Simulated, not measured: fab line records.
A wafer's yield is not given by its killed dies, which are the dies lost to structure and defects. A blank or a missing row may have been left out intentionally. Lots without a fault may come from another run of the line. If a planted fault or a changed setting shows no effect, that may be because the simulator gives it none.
Chamber matching | flow n5 finfet | 4 sister chambers for N5_FIN_CUT_CUT_ETCH_28 on rie si-04
The step etches Si in HBr/Cl2/O2, target depth 6 nm, time 2.4 s. 4 wafers are shown with their chamber, then 9 later ones without.

WAFERS WITH THEIR CHAMBER
wafer  | chamber | throttle valve pct (%)
L086.2 | 1       | 37.31
L089.1 | 0       | 37.49
L089.2 | 2       | 37.32
L089.5 | 3       | 37.25

WAFERS WHOSE CHAMBER IS MISSING
wafer  | throttle valve pct (%)
L092.2 | 37.51
L092.3 | 37.33
L092.5 | 37.51
L095.3 | 37.28
L095.4 | 37.51
L095.5 | 37.26
L097.1 | 37.32
L097.2 | 37.54
L097.3 | 37.28

THE CHAMBER EACH PASSED THROUGH
wafer  | from the rows above          | in truth
L092.2 | 0                            | 0
L092.3 | can't be placed: 2 or 1      | 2
L092.5 | 0                            | 0
L095.3 | can't be placed: 1 or 3 or 2 | 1
L095.4 | 0                            | 0
L095.5 | can't be placed: 3 or 1 or 2 | 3
L097.1 | can't be placed: 2 or 1      | 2
L097.2 | 0                            | 0
L097.3 | can't be placed: 1 or 3 or 2 | 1
Correct placement for 4 of the 9. These rows do not allow placing 5 (true chamber among the candidates in 5). Number placed wrongly: 0.
How it was worked out, from the rows above alone: a wafer's distance from a chamber is the root of the sum, over the readings, of the square of ((its reading less the chamber's mean) divided by the reading's scatter). If the next closest chamber is less than 2 further off than the closest, the wafer can't be placed; otherwise it belongs to the closest. For every chamber, the mean is computed from those of its wafers that are shown. The scatter (one wafer shown for each chamber): square how far every hidden wafer sits from the nearest shown wafer, average those squares and take the square root.
